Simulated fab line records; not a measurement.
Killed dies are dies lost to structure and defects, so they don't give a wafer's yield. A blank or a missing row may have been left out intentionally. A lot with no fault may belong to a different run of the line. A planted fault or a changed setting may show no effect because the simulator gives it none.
Problem report, 8D (eight disciplines) form, completed by code :: flow n5_finfet :: the parts of the form that need people (team, actions taken, sign-off) are left out

## 1. THE PROBLEM
Wafers without a fault read 15, standard deviation 5; killed_at_M4_up at N5_PASSIVATION_PROBE_49 reads a mean of 124 on 2 wafers belonging to 2 lots. Relative to the usual mean, that is a shift of +22 standard deviations.
Earliest sighting: wafer L394.6 on prober-01 at day 17 07:43. At this step, 32 wafers from 11 lots have a number in the record. Rule for "out", or "out of limits": more than 4 standard deviations from the usual mean. The rest of the wafers with a number are treated as sound.

## 2. WHAT IT IS AND WHAT IT IS NOT
question: which readings at this step
is: killed_at_M4_up, defect_limited_yield, killed_dies, sort_bin_5_function, sort_n_pass, sort_yield_pct
is not: killed_at_M0_to_M3, killed_at_contacts, killed_at_front_end, killed_at_other, killed_open, killed_short, sort_bin_6_memory, sort_bin_8_speed

question: which lots
is: L394, L396
is not: L379, L382, L383, L384, L385, L387, L388, L391, L399

question: which wafers of those lots
is: L394.6, L396.3
is not: L394.2, L394.3, L396.2, L396.4

question: read on which tools
is: prober-01, prober-02
is not: -

question: when
is: from day 17 07:43
is not: up to then (22 sound wafers); but 8 sound wafers of L391, L396, L399 came after

## 3. WHAT RULES OUT EACH SUSPECT
Counting: a tool at a process step up to the reading stays a suspect if it ran every lot that is out. Sound lots after the first of them don't rule it out here, since some wafers of a struck lot are sound.
- rie_diel-06 at N5_BEOL_M5_TRENCH_ETCH_37 (etches SiCOH lowk in C4F6/O2, target depth 71.652 nm, time 24.7 s): kept. It ran every lot that is out, first L394 (day 13 02:55); its last sound lot up to then is L388 (day 11 19:59).
- rie_diel-03 at N5_PASSIVATION_STRIP_34 (strips in O2): kept. It ran every lot that is out, first L394 (day 17 02:37); its last sound lot up to then is L385 (day 15 15:22).
- Within rie_diel-06 at N5_BEOL_M5_TRENCH_ETCH_37: the wafers that are out ran in chamber 0; their sound lot-mates ran in chambers 2, 3.
Left after counting: rie_diel-06 at N5_BEOL_M5_TRENCH_ETCH_37, rie_diel-03 at N5_PASSIVATION_STRIP_34.

## 4. THE CAUSE (what the simulator had put in)
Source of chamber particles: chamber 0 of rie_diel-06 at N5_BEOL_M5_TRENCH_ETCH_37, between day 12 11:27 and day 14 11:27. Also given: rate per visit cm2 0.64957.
After counting, 2 suspects remain, this tool included.

## 5. THE CHAIN OF EFFECTS, in route order
Rows list readings where the struck wafers' mean (over those with a number) sits beyond 3 standard deviations from the usual. Only readings for which the record gives a usual standard deviation are gone through. hours: the time from each lot's start at the first step in this table that gives one to its start at this step, as a median over the lots. sigmas: the change in usual standard deviations.
hours: 0
step: N5_PASSIVATION_PROBE_49
reading: defect_limited_yield
usual: 91.0 %
on struck wafers: 82.6
change: -8.4
sigmas: -6.0

hours: 0
step: N5_PASSIVATION_PROBE_49
reading: killed_at_M4_up
usual: 15
on struck wafers: 124
change: +109
sigmas: +22

hours: 0
step: N5_PASSIVATION_PROBE_49
reading: killed_dies
usual: 106
on struck wafers: 206
change: +100
sigmas: +6.2

hours: 0
step: N5_PASSIVATION_PROBE_49
reading: killed_on_rim
usual: 14
on struck wafers: 30
change: +16
sigmas: +4.0

hours: 0
step: N5_PASSIVATION_PROBE_49
reading: sort_bin_5_function
usual: 5.2 %
on struck wafers: 11.6
change: +6.4
sigmas: +7.1

hours: 0
step: N5_PASSIVATION_PROBE_49
reading: sort_n_pass
usual: 1073
on struck wafers: 974
change: -98
sigmas: -5.8

hours: 0
step: N5_PASSIVATION_PROBE_49
reading: sort_yield_pct
usual: 91.0 %
on struck wafers: 82.6
change: -8.4
sigmas: -5.6
Here are the process steps it includes:
- N5_PASSIVATION_PROBE_49

## 6. WHAT WOULD HAVE CAUGHT IT SOONER
The fault began at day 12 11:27; the first out-of-limits reading in this record came at day 17 07:43, 116 hours later.
Of the tool readings at N5_BEOL_M5_TRENCH_ETCH_37 for which the record gives a usual standard deviation, none was out on any struck wafer, so an alarm limit of 4 standard deviations on them would not have fired.
Each of the lots that are out, 2 in all, had begun N5_BEOL_M5_TRENCH_ETCH_37 on rie_diel-06 no later than day 17 07:43. A hold on the tool at that time would have spared none of them.
